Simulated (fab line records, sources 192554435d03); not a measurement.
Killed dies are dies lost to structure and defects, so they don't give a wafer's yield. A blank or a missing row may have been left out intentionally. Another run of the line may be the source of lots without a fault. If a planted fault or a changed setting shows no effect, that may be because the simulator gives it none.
fab line records	flow n5_finfet
record: lots: 8	wafers: 24	last_day: 17
route steps=1938 shown FIN_SAQP@125 FIN_CUT@165 BEOL_M4@1111 PASSIVATION@1936
lots that met no fault: from a run of the same line without faults
start_h: start of the lot's first displayed wafer, in hours after the record's first day	wait_h: hours elapsed since this lot's preceding step	" identical to the entry in the row above	L1.1+2: one row covering several wafers at once	- no value present, or no start provided	* or withheld: withheld	< > ~ a bound
route shown NAME@n: a module of which the file shows steps, and the number in the route of the first	usual: average and standard deviation across the fault-free wafers	same: alike in all rows	chamber/n: place in a boat	sites: the reading at each site	_std_site: standard deviation across them	_edge_site: outer sites' mean less inner sites'	radius_mm: how far each site lies from the wafer's centre	mask NAME#n: copy n	behind: tool/chamber where the wafer was last shaped	hold: why the lot was held/for how many hours/how that ended	device: the transistor (n, p or np) that didn't switch	end of line: the same wafers' tests at the end of the route	step lacking rows: just its recipe	killed: at the first sort, the dies lost to defects and structure; wafer yield is something else	map: per-die view of a wafer (x killed, . not killed, _ where there is no die)
set.NAME: the setting the step ran with; set.NAME@STEP: the setting that earlier step ran with	model.NAME: the simulator's own value behind a step, which no gauge read
steps of the route over a sample of lots; a table a step, a row a wafer
services: a tool's chamber out of use, with start hour (start_h, from the record's first day; less than 0 if before it), hours out, and reason
== steps ==
step: N5_FIN_SAQP_SPACER1_ALD_24
recipe: material: SiO2	target_thk_a: 203	temp_c: 300	ald_precursor_family: BDEAS	ald_co_reactant: O2-plasma	pulse_time_s: 1	purge_time_s: 2	co_reactant_purge_time_s: 2	ald_cycles: 218	pressure_torr: 2
usual: heater_power_w: 496/60	precursor_pulse_height_rel: 1.004/0.02
lot.wafer	tool	chamber	start_h	wait_h	heater_power_w	precursor_pulse_height_rel
L866.3	ald_sin-04	3	23.96	0.4	600	1.022
L866.4	"	2	"	"	537	0.978
L866.6	"	2	"	"	539	0.999
L869.1	ald_sin-04	3	40.88	0.4	607	1.015
L869.3	"	0	"	"	511	1.009
L869.5	"	0	"	"	506	1.006
L872.1	ald_sin-02	3	58.89	0.3	480	1.026
L872.3	"	2	"	"	453	1.019
L872.5	"	0	"	"	551	0.983
L875.2	ald_sin-04	3	80.67	2.0	607	0.968
L875.4	"	0	"	"	510	0.979
L875.6	"	3	"	"	608	1.026
L880.4	ald_sin-02	1	109.27	1.9	484	1.028
L880.5	"	2	"	"	461	0.969
L880.6	"	3	"	"	458	0.999
L885.1	ald_sin-04	2	136.73	0.5	560	0.995
L885.3	"	3	"	"	572	0.999
L885.4	"	0	"	"	516	0.996
L887.2	ald_sin-04	2	150.59	0.3	534	1.026
L887.3	"	1	"	"	428	1.015
L887.4	"	3	"	"	596	0.997
L888.2	ald_sin-02	0	156.45	0.5	549	1.005
L888.3	"	2	"	"	462	1.014
L888.4	"	1	"	"	485	1.011
step: N5_FIN_SAQP_ETCH_34
recipe: chemistry: C4F6/O2	target: SiO2	target_depth_a: 450	time_s: 15	ion_energy_ev: 250	pressure_mtorr: 30	source_w: 345	bias_w: 185	Ar_flow_sccm: 300	C4F6_flow_sccm: 10	O2_flow_sccm: 10	ends: cleared
usual: C4F6_flow_sccm: 10.000/0.029	drypump_motor_current_A: 5.8/0.5	etch_rf_on_time_s: 15.01/0.17	oes_product_au: 0.68/0.077	rf_vpp_V: 665/5.5	showerhead_plenum_p_Torr: 2.85/0.1	throttle_valve_pct: 21.05/0.21
lot.wafer	tool	chamber	start_h	wait_h	C4F6_flow_sccm	drypump_motor_current_A	etch_rf_on_time_s	oes_product_au	rf_hours_counter_h	rf_vpp_V	showerhead_plenum_p_Torr	throttle_valve_pct
L866.3	rie_diel-04	0	27.56	0.0	9.973	6.7	14.98	0.64	170	661	2.72	20.78
L866.4	"	3	"	"	10.039	5.8	15.16	0.59	233	667	2.92	21.20
L866.6	"	0	"	"	9.994	6.7	14.89	0.65	-	661	2.72	20.80
L869.1	rie_diel-06	0	44.19	0.0	10.022	5.4	14.65	0.77	33	677	3.03	21.15
L869.3	"	1	"	"	9.983	6.0	14.94	0.66	142	662	2.74	20.94
L869.5	"	2	"	"	9.989	5.8	15.08	0.61	-	659	2.82	21.14
L872.1	rie_diel-05	1	61.47	0.0	10.061	5.9	14.70	0.81	14	665	2.79	20.97
L872.3	"	2	"	"	9.996	5.1	15.07	0.59	233	672	2.80	21.04
L872.5	"	1	"	"	10.015	5.9	14.83	0.81	-	664	2.79	20.97
L875.2	rie_diel-04	0	85.01	0.0	10.015	6.7	15.03	0.62	191	660	2.71	20.83
L875.4	"	3	"	"	9.926	5.8	15.33	0.58	-	665	2.91	21.21
L875.6	"	2	"	"	9.974	5.5	15.17	0.64	-	665	2.87	21.33
L880.4	rie_diel-04	2	112.00	0.0	9.983	5.5	14.89	0.64	150	663	2.86	21.37
L880.5	"	2	"	"	9.995	5.5	15.08	0.63	-	665	2.86	21.34
L880.6	"	1	"	"	10.045	5.3	14.75	0.74	-	671	3.01	21.12
L885.1	rie_diel-05	3	139.71	0.0	9.980	6.7	15.17	0.66	134	670	2.87	21.16
L885.3	"	1	"	"	9.976	5.9	14.94	0.77	33	666	2.78	21.00
L885.4	"	3	"	"	9.998	6.7	15.07	0.65	-	670	2.87	21.16
L887.2	rie_diel-05	1	153.88	0.0	10.060	5.9	14.87	0.76	40	665	2.78	21.00
L887.3	"	3	"	"	9.971	6.7	15.22	0.65	141	670	2.86	21.16
L887.4	"	0	"	"	10.008	6.1	14.80	0.79	10	652	2.80	21.10
L888.2	rie_diel-04	0	159.15	0.0	9.966	6.7	14.99	0.61	218	660	2.70	20.86
L888.3	"	1	"	"	9.968	5.3	14.89	0.72	63	672	3.00	21.13
L888.4	"	2	"	"	10.009	5.5	14.85	0.63	167	667	2.86	21.37
step: N5_FIN_SAQP_FIN_ETCH_36
recipe: chemistry: HBr/Cl2/O2	target_depth_a: 1200	mask_material: SiNx	time_s: 50.4	bias_w: 102	pressure_mtorr: 10	icp_w: 800	HBr_flow_sccm: 150	Cl2_flow_sccm: 80	O2_flow_sccm: 12
usual: drypump_motor_current_A: 5.7/0.38	oes_product_au: 1.009/0.017	throttle_valve_pct: 36.0/0.31
lot.wafer	tool	chamber	start_h	wait_h	drypump_motor_current_A	oes_product_au	rf_hours_counter_h	throttle_valve_pct
L866.3	rie_si-03	2	27.78	0.0	5.0	1.012	94	36.0
L866.4	"	3	"	"	5.1	1.005	176	36.5
L866.6	"	0	"	"	5.7	1.011	-	35.9
L869.1	rie_si-04	1	44.41	0.0	5.5	0.994	61	36.5
L869.3	"	2	"	"	5.5	1.038	160	35.9
L869.5	"	0	"	"	5.9	0.991	-	36.1
L872.1	rie_si-04	0	61.68	0.0	5.9	1.003	113	36.0
L872.3	"	1	"	"	5.5	0.986	62	36.4
L872.5	"	1	"	"	5.5	0.992	-	36.4
L875.2	rie_si-04	2	85.22	0.0	5.4	1.013	161	35.9
L875.4	"	3	"	"	6.0	1.036	9	35.6
L875.6	"	2	"	"	5.5	1.029	-	35.9
L880.4	rie_si-04	2	112.22	0.0	5.4	1.036	162	35.9
L880.5	"	1	"	"	5.5	0.991	-	36.5
L880.6	"	0	"	"	5.9	0.999	-	36.0
L885.1	rie_si-04	0	139.93	0.0	5.9	0.998	114	36.0
L885.3	"	1	"	"	5.5	0.995	63	36.4
L885.4	"	2	"	"	5.5	1.032	162	35.8
L887.2	rie_si-03	2	154.09	0.0	5.0	1.005	96	36.0
L887.3	"	3	"	"	5.1	1.009	179	36.5
L887.4	"	0	"	"	5.7	1.018	109	35.9
L888.2	rie_si-06	0	159.36	0.0	5.8	1.024	15	35.8
L888.3	"	1	"	"	5.7	0.975	33	35.7
L888.4	"	2	"	"	5.9	0.994	90	36.3
step: N5_FIN_SAQP_CD_MEAS_37
recipe: target_cd_nm: 8	polarity: line
usual: cd_nm: 8.07/0.24
lot.wafer	tool	chamber	start_h	wait_h	cd_nm
L866.3	cd_sem-01	-	27.91	0.1	8.33
L866.4	"	-	"	"	8.37
L866.6	"	-	"	"	7.92
L869.1	cd_sem-01	-	44.53	0.1	7.98
L869.3	"	-	"	"	8.39
L869.5	"	-	"	"	7.95
L872.1	cd_sem-02	-	61.80	0.1	8.18
L872.3	"	-	"	"	7.99
L872.5	"	-	"	"	7.74
L875.2	cd_sem-03	-	85.35	0.1	8.35
L875.4	"	-	"	"	7.96
L875.6	"	-	"	"	8.46
L880.4	cd_sem-03	-	112.35	0.1	8.24
L880.5	"	-	"	"	7.91
L880.6	"	-	"	"	7.86
L885.1	cd_sem-01	-	140.05	0.1	8.03
L885.3	"	-	"	"	8.12
L885.4	"	-	"	"	8.20
L887.2	cd_sem-02	-	154.22	0.1	8.22
L887.3	"	-	"	"	7.93
L887.4	"	-	"	"	8.11
L888.2	cd_sem-03	-	159.48	0.1	8.00
L888.3	"	-	"	"	8.05
L888.4	"	-	"	"	8.02
step: N5_FIN_SAQP_INSPECT_40
recipe: inspect_instrument: brightfield	mode: aei
usual: raw_defect_count: 223/57
lot.wafer	tool	chamber	start_h	wait_h	raw_defect_count
L866.3	defect_inspect-01	-	28.03	0.0	282
L866.4	"	-	"	"	200
L866.6	"	-	"	"	158
L869.1	defect_inspect-02	-	44.66	0.0	916
L869.3	"	-	"	"	170
L869.5	"	-	"	"	144
L872.1	defect_inspect-02	-	61.93	0.0	317
L872.3	"	-	"	"	285
L872.5	"	-	"	"	246
L875.2	defect_inspect-02	-	85.47	0.0	990
L875.4	"	-	"	"	203
L875.6	"	-	"	"	986
L880.4	defect_inspect-01	-	112.47	0.0	175
L880.5	"	-	"	"	219
L880.6	"	-	"	"	180
L885.1	defect_inspect-02	-	140.18	0.0	278
L885.3	"	-	"	"	174
L885.4	"	-	"	"	252
L887.2	defect_inspect-01	-	154.34	0.0	227
L887.3	"	-	"	"	228
L887.4	"	-	"	"	274
L888.2	defect_inspect-01	-	159.62	0.0	241
L888.3	"	-	"	"	311
L888.4	"	-	"	"	255
step: N5_FIN_CUT_INSPECT_10
recipe: mode: adi	inspect_instrument: brightfield
usual: raw_defect_count: 41/11
lot.wafer	tool	chamber	start_h	wait_h	raw_defect_count
L866.3	defect_inspect-02	-	28.55	0.0	52
L866.4	"	-	"	"	31
L866.6	"	-	"	"	36
L869.1	defect_inspect-01	-	45.05	0.1	774
L869.3	"	-	"	"	41
L869.5	"	-	"	"	20
L872.1	defect_inspect-01	-	62.45	0.1	58
L872.3	"	-	"	"	54
L872.5	"	-	"	"	30
L875.2	defect_inspect-02	-	85.86	0.0	746
L875.4	"	-	"	"	52
L875.6	"	-	"	"	786
L880.4	defect_inspect-02	-	112.99	0.0	33
L880.5	"	-	"	"	28
L880.6	"	-	"	"	42
L885.1	defect_inspect-01	-	140.58	0.1	52
L885.3	"	-	"	"	36
L885.4	"	-	"	"	50
L887.2	defect_inspect-01	-	154.91	0.0	31
L887.3	"	-	"	"	46
L887.4	"	-	"	"	46
L888.2	defect_inspect-02	-	160.13	0.0	50
L888.3	"	-	"	"	56
L888.4	"	-	"	"	48
step: N5_FIN_CUT_INSPECT_17
recipe: inspect_instrument: brightfield	mode: aei
usual: raw_defect_count: 227/60
lot.wafer	tool	chamber	start_h	wait_h	raw_defect_count
L866.3	defect_inspect-01	-	29.59	0.0	299
L866.4	"	-	"	"	215
L866.6	"	-	"	"	178
L869.1	defect_inspect-02	-	46.00	0.0	915
L869.3	"	-	"	"	157
L869.5	"	-	"	"	134
L872.1	defect_inspect-01	-	63.46	0.0	323
L872.3	"	-	"	"	295
L872.5	"	-	"	"	264
L875.2	defect_inspect-01	-	87.15	0.0	990
L875.4	"	-	"	"	193
L875.6	"	-	"	"	999
L880.4	defect_inspect-02	-	114.05	0.0	165
L880.5	"	-	"	"	202
L880.6	"	-	"	"	187
L885.1	defect_inspect-02	-	141.60	0.0	291
L885.3	"	-	"	"	185
L885.4	"	-	"	"	245
L887.2	defect_inspect-02	-	156.05	0.0	221
L887.3	"	-	"	"	260
L887.4	"	-	"	"	298
L888.2	defect_inspect-02	-	161.08	0.0	230
L888.3	"	-	"	"	267
L888.4	"	-	"	"	253
step: N5_BEOL_M4_RC_MEAS_101
usual: DIBL_N: 35.8/1.5	DIBL_P: 35.8/1.7	IOFF_N: 0.151/0.022	IOFF_P: 0.204/0.027	ION_N: 673/8.6	ION_P: 462/5.4	SS_N: 71.4/0.54	SS_P: 73.3/0.56	VT_N: 250.5/2.6	VT_P: -251/3.1
lot.wafer	tool	chamber	start_h	wait_h	DIBL_N[mV/V]	DIBL_P[mV/V]	IOFF_N[nA/um]	IOFF_P[nA/um]	ION_N[uA/um]	ION_P[uA/um]	SS_N[mV/dec]	SS_P[mV/dec]	VT_N[mV]	VT_P[mV]
L866.3	prober-01	0	174.78	0.6	38.2	37.5	0.189	0.202	675	452	71.7	74.4	250.0	-250
L866.4	"	0	"	"	35.8	35.9	0.159	0.170	684	457	71.4	73.3	247.6	-254
L866.6	"	0	"	"	35.6	35.2	0.153	0.171	670	454	71.3	73.4	249.0	-253
L869.1	prober-02	0	196.97	0.0	35.3	37.1	0.145	0.209	673	460	72.4	73.7	251.0	-248
L869.3	"	0	"	"	35.8	37.9	0.164	0.219	684	470	71.9	73.7	247.8	-249
L869.5	"	0	"	"	37.2	39.1	0.180	0.228	675	462	71.2	74.0	246.9	-250
L872.1	prober-01	0	213.03	0.0	35.9	35.1	0.147	0.208	672	461	71.2	73.5	249.1	-250
L872.3	"	0	"	"	37.2	35.1	0.158	0.207	672	460	72.3	73.6	249.3	-251
L872.5	"	0	"	"	34.3	32.0	0.118	0.164	659	457	71.1	72.1	252.1	-254
L875.2	prober-01	0	231.41	0.2	36.2	36.6	0.162	0.206	677	460	72.1	73.0	248.5	-249
L875.4	"	0	"	"	35.1	35.4	0.136	0.191	669	462	72.1	72.4	253.7	-251
L875.6	"	0	"	"	36.1	35.4	0.149	0.187	672	457	71.4	73.0	251.0	-253
L880.4	prober-02	0	262.43	0.5	36.1	36.3	0.154	0.225	681	468	71.6	73.2	248.3	-248
L880.5	"	0	"	"	38.3	38.2	0.175	0.267	670	467	72.2	74.2	247.9	-244
L880.6	"	0	"	"	36.5	37.3	0.153	0.239	673	469	70.9	72.9	251.3	-248
L885.1	prober-01	0	293.58	0.0	35.5	35.9	0.154	0.236	683	470	71.2	73.3	249.0	-248
L885.3	"	0	"	"	34.6	34.2	0.140	0.209	671	460	71.5	73.4	249.2	-248
L885.4	"	0	"	"	34.8	34.8	0.146	0.215	678	466	71.4	73.5	249.4	-249
L887.2	prober-01	0	297.00	0.2	35.9	36.2	0.163	0.224	680	471	71.2	73.9	248.4	-248
L887.3	"	0	"	"	35.7	37.0	0.162	0.232	677	472	71.3	74.4	247.8	-249
L887.4	"	0	"	"	35.5	36.0	0.160	0.228	685	468	70.9	73.7	250.4	-251
L888.2	prober-02	0	304.03	0.2	35.6	34.9	0.128	0.158	664	450	71.2	72.5	251.8	-256
L888.3	"	0	"	"	36.6	36.5	0.145	0.184	664	461	71.8	72.6	250.5	-252
L888.4	"	0	"	"	36.2	35.5	0.137	0.164	670	460	70.7	73.4	250.4	-254
step: N5_PASSIVATION_PROBE_49
usual: defect_limited_yield: 91.3/1.4	killed_at_M0_to_M3: 33/10	killed_at_M4_up: 15/6.1	killed_at_contacts: 12/6.7	killed_at_front_end: 39/11	killed_at_other: 4/3.3	killed_dies: 103/16	killed_open: 68/12	killed_short: 34/7.2	sort_bin_5_function: 5.1/0.88	sort_bin_6_memory: 3.3/0.67	sort_n_pass: 1077/16	sort_yield_pct: 91.3/1.4
same: gross_dies: 1180	killed_at_back_side: 0	sort_bin_4_leakage[%]: 0	sort_bin_8_speed[%]: 0
lot.wafer	tool	chamber	start_h	wait_h	defect_limited_yield[%]	killed_at_M0_to_M3	killed_at_M4_up	killed_at_contacts	killed_at_front_end	killed_at_other	killed_dies	killed_open	killed_short	sort_bin_5_function[%]	sort_bin_6_memory[%]	sort_n_pass	sort_yield_pct[%]
L869.1	prober-02	-	316.95	0.0	83.5	20	6	12	152	5	195	47	25	8.7	4.2	985	83.5
L869.3	prober-02	-	317.05	0.1	91.3	31	10	10	50	2	103	70	32	5.3	3.4	1077	91.3
L869.5	prober-02	-	317.15	0.2	92.1	33	12	7	39	2	93	71	22	4.2	3.4	1087	92.1
L875.2	prober-02	-	332.28	0.1	80.6	25	8	21	170	5	229	63	37	12.3	4.2	951	80.6
L875.4	prober-02	-	332.38	0.2	91.1	52	8	16	26	3	105	59	45	5.0	3.5	1075	91.1
L875.6	prober-02	-	332.48	0.3	79.7	53	12	19	151	4	239	76	31	12.9	4.8	941	79.7
L885.1	prober-01	-	391.18	0.1	90.4	26	15	25	42	5	113	81	32	5.4	3.9	1067	90.4
L885.3	prober-01	-	391.28	0.2	91.4	42	17	8	26	8	101	65	36	5.2	3.2	1079	91.4
L885.4	prober-01	-	391.33	0.3	91.9	28	8	17	39	3	95	68	27	5.2	2.6	1085	91.9
killed by level:class
L869.1 FIN_SAQP:unspecified=123 MOL_CONTACT_COAG:geometric_particle:open=10 FIN_SAQP:geometric_particle:short=7 FIN_SAQP:geometric_particle:open=6 BEOL_M1:geometric_particle:open=6 BEOL_M2:geometric_particle:open=5 STI_FIN_REVEAL:geometric_particle:open=4 ILD0:geometric_particle:short=4
L869.3 FIN_SAQP:geometric_particle:open=14 FIN_SAQP:geometric_particle:short=8 MOL_CONTACT_COAG:geometric_particle:open=7 BEOL_M2:geometric_particle:open=7 BEOL_M0:geometric_particle:open=6 ILD0:geometric_particle:open=5 BEOL_M1:geometric_particle:open=5 STARTING-WAFER:geometric_particle:open=5
L869.5 FIN_SAQP:geometric_particle:open=17 DUMMY_GATE:geometric_particle:open=10 BEOL_M2:geometric_particle:open=8 BEOL_M4:geometric_particle:open=6 MOL_CONTACT_COAG:geometric_particle:open=5 BEOL_M0:geometric_particle:open=5 BEOL_M1:geometric_particle:open=5 STI_FIN_REVEAL:geometric_particle:open=4
L875.2 FIN_SAQP:unspecified=126 MOL_CONTACT_COAG:geometric_particle:open=13 FIN_SAQP:geometric_particle:open=10 DUMMY_GATE:geometric_particle:open=9 MOL_CONTACT_COAG:geometric_particle:short=8 STARTING-WAFER:geometric_particle:short=7 BEOL_M0_SAQP:geometric_particle:open=6 BEOL_M0_SAQP:geometric_particle:short=5
L875.4 BEOL_M0_SAQP:geometric_particle:open=15 BEOL_M0_SAQP:geometric_particle:short=14 BEOL_M3:geometric_particle:open=10 MOL_CONTACT_COAG:geometric_particle:open=9 MOL_CONTACT_COAG:geometric_particle:short=7 FIN_SAQP:geometric_particle:short=5 DUMMY_GATE:geometric_particle:open=5 STARTING-WAFER:geometric_particle:short=5
L875.6 FIN_SAQP:unspecified=130 MOL_CONTACT_COAG:geometric_particle:open=16 BEOL_M0_SAQP:geometric_particle:open=16 BEOL_M0_SAQP:geometric_particle:short=14 BEOL_M3:geometric_particle:open=9 BEOL_M0:geometric_particle:open=7 DUMMY_GATE:geometric_particle:open=5 STI_FIN_REVEAL:geometric_particle:open=4
L885.1 MOL_CONTACT_COAG:geometric_particle:open=21 BEOL_M0_SAQP:geometric_particle:open=11 FIN_SAQP:geometric_particle:open=8 STI_FIN_REVEAL:geometric_particle:open=8 GATE_CUT:geometric_particle:short=8 BEOL_M4:geometric_particle:open=8 GATE_CUT:geometric_particle:open=6 BEOL_M0_SAQP:geometric_particle:short=6
L885.3 BEOL_M0:geometric_particle:open=8 BEOL_M0_SAQP:geometric_particle:short=8 BEOL_M1:geometric_particle:open=6 FIN_SAQP:geometric_particle:short=5 FIN_SAQP:geometric_particle:open=5 MOL_CONTACT_COAG:geometric_particle:short=5 BEOL_M0_SAQP:geometric_particle:open=5 BEOL_M8:geometric_particle:open=4
L885.4 MOL_CONTACT_COAG:geometric_particle:open=15 FIN_SAQP:geometric_particle:open=7 BEOL_M0_SAQP:geometric_particle:open=6 DUMMY_GATE:geometric_particle:short=5 GATE_CUT:geometric_particle:short=5 BEOL_M1:geometric_particle:open=5 BEOL_M3:geometric_particle:open=5 FIN_SAQP:geometric_particle:short=4
== services ==
tool	chamber	start_h	hours	kind
ald_sin-02	1	1.41	5.9	repair
rie_diel-04	-	1.90	0.4	repair
rie_si-04	-	9.62	2.8	pm
rie_diel-04	1	13.69	3.5	repair
rie_diel-05	2	17.41	5.0	repair
ald_sin-02	-	24.23	0.6	repair
rie_si-03	2	44.28	3.4	repair
ald_sin-02	1	60.53	2.8	repair
rie_diel-04	-	61.93	2.8	pm
ald_sin-02	-	67.02	28.1	pm
ald_sin-04	-	70.00	6.0	pm
rie_diel-05	-	74.63	28.1	pm
rie_diel-04	1	78.33	10.2	repair
rie_diel-04	3	88.69	-	clean
rie_diel-04	3	88.69	-	consumable_replace:focus_ring
ald_sin-02	-	95.12	14.0	pm
rie_si-06	-	99.55	0.6	repair
rie_diel-06	0	103.79	6.8	repair
ald_sin-02	-	111.00	0.6	repair
ald_sin-02	-	120.21	6.1	pm
rie_diel-04	0	122.85	9.1	repair
rie_diel-04	3	134.61	8.3	repair
ald_sin-04	2	143.47	6.4	repair
rie_si-04	2	150.20	4.2	repair
== key ==
first_sign: step: N5_FIN_SAQP_INSPECT_40	reading: raw_defect_count	direction: up	sigmas: 13	usual: 223	struck: 964
effect: step: N5_FIN_CUT_INSPECT_10	reading: raw_defect_count	direction: up	sigmas: 65	usual: 41	struck: 769
effect: step: N5_FIN_CUT_INSPECT_17	reading: raw_defect_count	direction: up	sigmas: 12	usual: 227	struck: 968
effect: step: N5_PASSIVATION_PROBE_49	reading: killed_at_front_end	direction: up	sigmas: 10	usual: 39	struck: 158
more_kills_born_at: N5_FIN_SAQP_SPACER1_ALD_24@ald_sin-04: 379
met_at N5_FIN_SAQP_SPACER1_ALD_24
struck_lots L869,L875
struck_wafers L869.1,L875.2,L875.6
not_acting_at N5_FIN_SAQP_ETCH_34,N5_FIN_SAQP_FIN_ETCH_36,N5_FIN_SAQP_CD_MEAS_37
onset_between 23.96 40.88
fault: kind: chamber_particle_source	tool: ald_sin-04	chamber: 3	onset_h: 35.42	steps: N5_FIN_SAQP_SPACER1_ALD_24	rate_per_visit_cm2: 1.1352	end_h: 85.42
